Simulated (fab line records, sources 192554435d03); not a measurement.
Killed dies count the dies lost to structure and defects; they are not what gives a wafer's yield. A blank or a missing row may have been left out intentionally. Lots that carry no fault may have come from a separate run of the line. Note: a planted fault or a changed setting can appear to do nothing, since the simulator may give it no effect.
What tool caused it? | flow n5Finfet | 10 lots with 27 wafers sampled at 2 steps, on a route of 1938 steps

WHAT THE GAUGES READ, wafer by wafer
N5_BEOL_M11_OVL_MEAS_29.
lot  | measured     | on         | V10_OVL (nm)
L278 | day 10 16:50 | overlay-02 | 0.4 -0.7 0.2
L277 | day 10 18:43 | overlay-01 | 0.4 -0.5 0.6
L276 | day 10 21:37 | overlay-02 | -0.4 -0.6 -0.8
L282 | day 11 17:26 | overlay-02 | -0.2 0.5 0.7
L285 | day 12 23:38 | overlay-02 | 0.8 0.1
L284 | day 12 23:50 | overlay-02 | 1.2 0.2 0.8
L287 | day 13 09:13 | overlay-01 | -0.5 -1.0
L291 | day 15 06:27 | overlay-01 | 0.0 1.1 -0.4
L290 | day 15 06:43 | overlay-02 | 0.3 0.4
L299 | day 16 20:59 | overlay-02 | -0.5 0.3 0.2

TOOL THAT RAN EACH LOT (tool first, then ch and the chambers of the sampled wafers, then the start)
lot  | N5_BEOL_M11_DESCUM_16
L278 | rieDiel-02 ch 0,1,2, day 10 13:30
L277 | rieDiel-02 ch 0,1, day 10 17:48
L276 | rieDiel-06 ch 1,2, day 10 17:49
L282 | rieDiel-04 ch 0,1,2, day 11 16:01
L285 | rieDiel-02 ch 2,3, day 12 22:23
L284 | rieDiel-06 ch 2,3, day 12 22:52
L287 | rieDiel-02 ch 0,1, day 13 06:42
L291 | rieDiel-02 ch 0,1, day 15 05:08
L290 | rieDiel-04 ch 3, day 15 05:48
L299 | rieDiel-06 ch 0,1,2, day 16 19:52
- N5_BEOL_M11_DESCUM_16: chemistry O2, time 7.9 s.

AS READ BY THE TOOLS THEMSELVES (means over the sampled wafers that have a number; for cases with no such wafer, the mark the record gives instead)
N5_BEOL_M11_DESCUM_16.
lot  | tool       | drypumpMotorCurrentA (A) | oesProductAu (a.u.) | rfVppV (V) | showerheadPlenumPTorr (Torr) | throttleValvePct (%)
L278 | rieDiel-02 | 5.9                      | 0.78                | 243.4      | 2.10                         | 20.32
L277 | rieDiel-02 | 5.5                      | 0.76                | 244.2      | 2.14                         | 20.16
L276 | rieDiel-06 | 5.9                      | 0.85                | 242.5      | 2.05                         | 20.15
L282 | rieDiel-04 | 5.5                      | 0.71                | 244.0      | 2.15                         | 20.26
L285 | rieDiel-02 | 6.4                      | 0.70                | 242.2      | 2.02                         | 20.44
L284 | rieDiel-06 | 5.5                      | 0.74                | 241.5      | 2.00                         | 20.48
L287 | rieDiel-02 | 5.8                      | 0.94                | 244.5      | 2.15                         | 19.91
L291 | rieDiel-02 | 6.0                      | 0.89                | 243.1      | 2.14                         | 20.01
L290 | rieDiel-04 | 5.9                      | 0.93                | 244.7      | 2.23                         | 20.11
L299 | rieDiel-06 | 5.8                      | 0.77                | 243.3      | 2.08                         | 20.39

THE ANSWER, worked out from the rows above alone
Rule: the usual values come from the lots themselves. Put in order of their means at a reading, lots are off if they are a third of the lots or fewer, leave a main group of 4 or more, and stand apart from it by a gap of 3 or more times the standard deviation of the main group's means; of several such gaps the widest counts. The tables above print the reading to a certain number of digits; a main group whose means all agree to those digits is not used. A lot without any number at a reading at which 4 lots or more have one is off too. Where the step has rows for the other lots, those lots are counted as sound. First the gauges in route order, then the tools' own readings, where a lot's mean is used as printed above. The first step at which some lot is off is used, and at that step the reading that is off furthest; a lot without a number counts as furthest.
Across all readings shown, no lot is off: no conclusion can be drawn from this.

WHAT THE SIMULATOR HAD PUT IN
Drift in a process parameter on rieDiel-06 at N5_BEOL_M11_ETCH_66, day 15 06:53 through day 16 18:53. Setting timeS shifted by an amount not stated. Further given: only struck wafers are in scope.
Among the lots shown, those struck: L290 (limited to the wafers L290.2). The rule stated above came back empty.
